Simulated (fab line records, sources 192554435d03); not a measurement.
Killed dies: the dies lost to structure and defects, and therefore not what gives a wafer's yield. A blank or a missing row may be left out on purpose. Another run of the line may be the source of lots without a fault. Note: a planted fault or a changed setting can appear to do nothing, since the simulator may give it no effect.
Comparing a struck lot with a sound one	flow n5-finfet	25 steps out of a route of 1938
Sound: the wafers L450.2, L450.5, L450.6. Wafers L464.2, L464.5, L464.6 were the ones struck. At the end, the cause is stated.
For every step that has rows: the tool of each side, followed by ch and its chambers, followed by its first start. Under that, the readings that differ: sound wafers	struck wafers	difference of the means	sigmas: that difference in standard deviations of wafers without a fault.
alike: readings with means less than 2 such deviations apart, plus words and numbers identical on both sides. not compared: withheld readings, readings lacking a value on some wafer, bounds such as >300 that could conceal the same value, and numbers that have no deviation in the record and whose values overlap.
Wherever a step has rows on one side only, a row that says differs or no value, or a row with sigmas, the two part there. When numbers do not overlap yet have no deviation, they are printed without sigmas and do not part them. Lack of a reading on every wafer of one side parts them only where that side has two or more wafers.

N5_BEOL_M9_THK_MEAS_53: measures by xrf.
  sound on film-metro-02, day 10 08:16; struck on film-metro-01, day 13 15:05
  alike: M9_THK
then, 1 step without rows for these wafers: N5_BEOL_M9_PRE_CLEAN_55 (time 15 s).
N5_BEOL_M9_DEP_56: deposits SiCN from 3MS/NH3, target thk 15 nm, time 26.5 s.
  sound on pecvd-02 ch 0,1,2, day 10 08:19; struck on pecvd-01 ch 0,2, day 13 15:08
  alike: showerhead-plenum-p-Torr, throttle-valve-pct
N5_BEOL_M9_RS_MEAS_57: measures by four-point-probe.
  sound on film-metro-02, day 10 08:23; struck on film-metro-01, day 13 15:13
  alike: M9_RS
N5_BEOL_M9_INSPECT_58: inspects for defects (darkfield).
  sound on defect-inspect-02, day 10 08:25; struck on defect-inspect-02, day 13 15:14
  alike: raw-defect-count
then, 2 steps without rows for these wafers: N5_BEOL_M10_ILD_DEP_00 (deposits SiCOH lowk from DEMS/porogen, target thk 308.51 nm, time 58 s); N5_BEOL_M10_CURE_71 (cures SiCOH lowk, time 240 s).
N5_BEOL_M10_THK_MEAS_01:
  sound on film-metro-01, day 10 09:16; struck on film-metro-01, day 13 16:27
  alike: M10_ILD_THK
N5_BEOL_M10_PECVD_70: deposits SiO2 from TEOS/O2, target thk 20 nm, time 22.7 s.
  sound on pecvd-04 ch 0,1, day 10 09:19; struck on pecvd-03 ch 0,2, day 13 16:29
  alike: heater-power-w, showerhead-plenum-p-Torr, throttle-valve-pct
N5_BEOL_M10_HM_DEP_02: deposits TiN, target thk 20 nm.
  sound on pvd-sputter-02, day 10 09:25; struck on pvd-sputter-01, day 13 17:40
  alike: throttle-valve-pct
then, 2 steps without rows for these wafers: N5_BEOL_M10_COAT_59 (time 60 s, resist thk 100 nm); N5_BEOL_M10_COAT_60 (time 60 s, resist thk 30 nm).
N5_BEOL_M10_COAT_05: resist thk 90 nm.
  sound on litho-track-02 ch 0, day 10 09:33; struck on litho-track-01 ch 0, day 13 17:47
reading	sound	struck	difference	sigmas
spin-speed-rpm (rpm)	1501.0 1499.7 1499.0	1347.9 1349.7 1347.3	-151.6	-99 or more
model.CAR-ArF_of_BEOL_M10_COAT_05.thk-nm (nm)	90 90.2 90.2	95.2 95 95.2	+5.0	
then, 5 steps without rows for these wafers: N5_BEOL_M10_EBR_07; N5_BEOL_M10_SOFTBAKE_06 (time 60 s); N5_BEOL_M10_EXPOSE_08 (exposes mask M10); N5_BEOL_M10_PEB_09 (peb time 60 s); N5_BEOL_M10_DEVELOP_10 (develop time 30 s).
N5_BEOL_M10_CD_MEAS_11: target cd 64.1 nm.
  sound on cd-sem-02 ch 0, day 10 09:47; struck on cd-sem-01 ch 0, day 13 18:10
  alike: cd-nm
N5_BEOL_M10_OVL_MEAS_12:
  sound on overlay-01 ch 0, day 10 09:49; struck on overlay-01 ch 0, day 13 18:11
  alike: M10_OVL
N5_BEOL_M10_INSPECT_13: inspects for defects (brightfield).
  sound on defect-inspect-02, day 10 09:50; struck on defect-inspect-02, day 13 18:13
  alike: raw-defect-count
N5_BEOL_M10_DESCUM_16: chemistry O2, time 7.9 s.
  sound on rie-diel-05 ch 0,1,2, day 10 09:57; struck on rie-diel-05 ch 1,2, day 13 18:20
  alike: drypump-motor-current-A, oes-product-au, rf-vpp-V, showerhead-plenum-p-Torr, throttle-valve-pct
  not compared: rf-hours-counter-h
N5_BEOL_M10_ETCH_61: etches SiARC in CF4, target depth 39 nm, time 65 s.
  sound on rie-diel-05 ch 0,1,2, day 10 09:59; struck on rie-diel-05 ch 1,2, day 13 18:22
reading	sound	struck	difference	sigmas
model.CAR-ArF_of_BEOL_M10_COAT_05.thk-nm (nm)	55.4 55.8 55.6	60.6 60.6 60.6	+5.0	
  alike: drypump-motor-current-A, etch-rf-on-time-s, oes-product-au, rf-vpp-V, showerhead-plenum-p-Torr, throttle-valve-pct
  not compared: rf-hours-counter-h
N5_BEOL_M10_ETCH_62: etches SOC in N2/H2, target depth 110 nm, overetch 22 nm, time 165 s.
  sound on rie-diel-05 ch 0,1,2, day 10 10:02; struck on rie-diel-05 ch 1,2, day 13 18:25
  alike: drypump-motor-current-A, oes-product-au, rf-vpp-V, showerhead-plenum-p-Torr, throttle-valve-pct
  not compared: rf-hours-counter-h
next, for these wafers, 1 step has no rows: N5_PASSIVATION_PROBE_49.

## WHERE THEY PART
Within this record, at N5_BEOL_M10_COAT_05 only. Later steps at which nothing parts them and some readings are alike: N5_BEOL_M10_CD_MEAS_11, N5_BEOL_M10_OVL_MEAS_12, N5_BEOL_M10_INSPECT_13, N5_BEOL_M10_DESCUM_16, N5_BEOL_M10_ETCH_61, N5_BEOL_M10_ETCH_62.

WHY: what had been put in by the simulator
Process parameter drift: litho-track-01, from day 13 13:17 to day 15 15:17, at N5_BEOL_M10_COAT_05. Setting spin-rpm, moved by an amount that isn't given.
